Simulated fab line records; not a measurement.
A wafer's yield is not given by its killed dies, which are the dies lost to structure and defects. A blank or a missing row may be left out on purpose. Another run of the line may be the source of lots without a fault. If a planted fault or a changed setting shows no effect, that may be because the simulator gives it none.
Split-lot study :: flow n5_finfet :: 7 lots, 21 wafers read, on a route of 1938 steps

## THE SPLIT
At N5_BEOL_M14_PEB_26 (peb time 90 s), the setting peb_temp_c was moved away from the recipe's 130 C on 7 of the 21 wafers read, by +0.8% to +2.8%. For the rest of the wafers, this setting stayed at what the recipe calls for.

## FROM THE SPLIT TO THE READING: what the file shows between them, 2 steps
- N5_BEOL_M14_DEVELOP_27: develop time 45 s
- N5_BEOL_M14_HARDBAKE_32: time 120 s

## THE READING
Shown in nm: cd_nm at N5_BEOL_M14_CD_MEAS_28, with target cd 284.4 nm. Typical for fault-free wafers on this fab line: 285.2 nm, with standard deviation 1.9 nm.

wafer: L074.2
tool, chamber at the split: litho_track-03, 0
peb_temp_c as run, C: 130
against the recipe: recipe
cd_nm, nm: 286.0
against lot-mates on the recipe: -

wafer: L074.3
tool, chamber at the split: litho_track-03, 0
peb_temp_c as run, C: 130
against the recipe: recipe
cd_nm, nm: 281.6
against lot-mates on the recipe: -

wafer: L074.4
tool, chamber at the split: litho_track-03, 0
peb_temp_c as run, C: 130
against the recipe: recipe
cd_nm, nm: 284.7
against lot-mates on the recipe: -

wafer: L081.1
tool, chamber at the split: litho_track-01, 0
peb_temp_c as run, C: 130
against the recipe: recipe
cd_nm, nm: 286.1
against lot-mates on the recipe: -

wafer: L081.3
tool, chamber at the split: litho_track-01, 0
peb_temp_c as run, C: 132.2
against the recipe: +1.7%
cd_nm, nm: 296.6
against lot-mates on the recipe: +10.9

wafer: L081.5
tool, chamber at the split: litho_track-01, 0
peb_temp_c as run, C: 130
against the recipe: recipe
cd_nm, nm: 285.4
against lot-mates on the recipe: -

wafer: L079.3
tool, chamber at the split: litho_track-02, 0
peb_temp_c as run, C: 132.3
against the recipe: +1.8%
cd_nm, nm: 295.1
against lot-mates on the recipe: +7.4

wafer: L079.4
tool, chamber at the split: litho_track-02, 0
peb_temp_c as run, C: 132.3
against the recipe: +1.8%
cd_nm, nm: 305.2
against lot-mates on the recipe: +17.5

wafer: L079.5
tool, chamber at the split: litho_track-02, 0
peb_temp_c as run, C: 130
against the recipe: recipe
cd_nm, nm: 287.7
against lot-mates on the recipe: -

wafer: L082.1
tool, chamber at the split: litho_track-03, 0
peb_temp_c as run, C: 130
against the recipe: recipe
cd_nm, nm: 283.7
against lot-mates on the recipe: -

wafer: L082.2
tool, chamber at the split: litho_track-03, 0
peb_temp_c as run, C: 130
against the recipe: recipe
cd_nm, nm: 289.5
against lot-mates on the recipe: -

wafer: L082.4
tool, chamber at the split: litho_track-03, 0
peb_temp_c as run, C: 130
against the recipe: recipe
cd_nm, nm: 294.3
against lot-mates on the recipe: -

wafer: L083.2
tool, chamber at the split: litho_track-02, 0
peb_temp_c as run, C: 131
against the recipe: +0.8%
cd_nm, nm: 290.7
against lot-mates on the recipe: +5.2

wafer: L083.4
tool, chamber at the split: litho_track-02, 0
peb_temp_c as run, C: 130
against the recipe: recipe
cd_nm, nm: 285.3
against lot-mates on the recipe: -

wafer: L083.5
tool, chamber at the split: litho_track-02, 0
peb_temp_c as run, C: 130
against the recipe: recipe
cd_nm, nm: 285.7
against lot-mates on the recipe: -

wafer: L087.2
tool, chamber at the split: litho_track-03, 0
peb_temp_c as run, C: 133.7
against the recipe: +2.8%
cd_nm, nm: 301.1
against lot-mates on the recipe: +20.2

wafer: L087.4
tool, chamber at the split: litho_track-03, 0
peb_temp_c as run, C: 130
against the recipe: recipe
cd_nm, nm: 280.9
against lot-mates on the recipe: -

wafer: L087.5
tool, chamber at the split: litho_track-03, 0
peb_temp_c as run, C: 133.7
against the recipe: +2.8%
cd_nm, nm: 300.3
against lot-mates on the recipe: +19.4

wafer: L097.1
tool, chamber at the split: litho_track-03, 0
peb_temp_c as run, C: 130
against the recipe: recipe
cd_nm, nm: 283.0
against lot-mates on the recipe: -

wafer: L097.3
tool, chamber at the split: litho_track-03, 0
peb_temp_c as run, C: 131.2
against the recipe: +0.9%
cd_nm, nm: 290.5
against lot-mates on the recipe: +5.4

wafer: L097.6
tool, chamber at the split: litho_track-03, 0
peb_temp_c as run, C: 130
against the recipe: recipe
cd_nm, nm: 287.2
against lot-mates on the recipe: -

FIT RESULTS
A straight line over all 21 wafers: cd_nm changes by +5.97 nm for each +1% of peb_temp_c; r = +0.86; the points scatter about the line by 3.5 nm.
The same after taking each lot's own level away (the mean of its wafers on the recipe; 21 wafers): +6.9 nm for each +1%; r = +0.94; scatter 2.6 nm.
Per that fit: largest peb_temp_c move, reading shift of 20 nm.
From 280.90 to 289.17 nm: that is the span of the lots' own levels, equal to 4.4 times the standard deviation above.
Thus the slope moves with the lot-to-lot level: the two fits are different.
Check: with one of the wafers moved furthest among these (+2.8%) left out of the fit, the line predicts +19.3 nm for it against its lot-mates. It came out at +20.2 nm against them.

## THE WHOLE CHAIN: every reading that the file lists as answering this split, in the file's order
step: N5_BEOL_M14_CD_MEAS_28
what it does: target cd 284.4 nm
reading: cd_nm
change (the file's fit): +6.81 nm for each +1% of the setting
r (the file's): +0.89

step: N5_BEOL_M14_DESCUM_33
what it does: chemistry O2, time 7.9 s
reading: BEOL_M14.cd_nm (the simulator's own value, which no gauge read)
change (the file's fit): +7.21 nm for each +1% of the setting
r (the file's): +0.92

step: N5_BEOL_M14_ETCH_67
what it does: etches SiARC in CF4, target depth 143 nm, time 238.3 s
reading: BEOL_M14.cd_nm (the simulator's own value, which no gauge read)
change (the file's fit): +6.68 nm for each +1% of the setting
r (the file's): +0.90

## FILE'S OWN FIT
cd_nm changes by +6.81 nm for each +1% of peb_temp_c, r = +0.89.
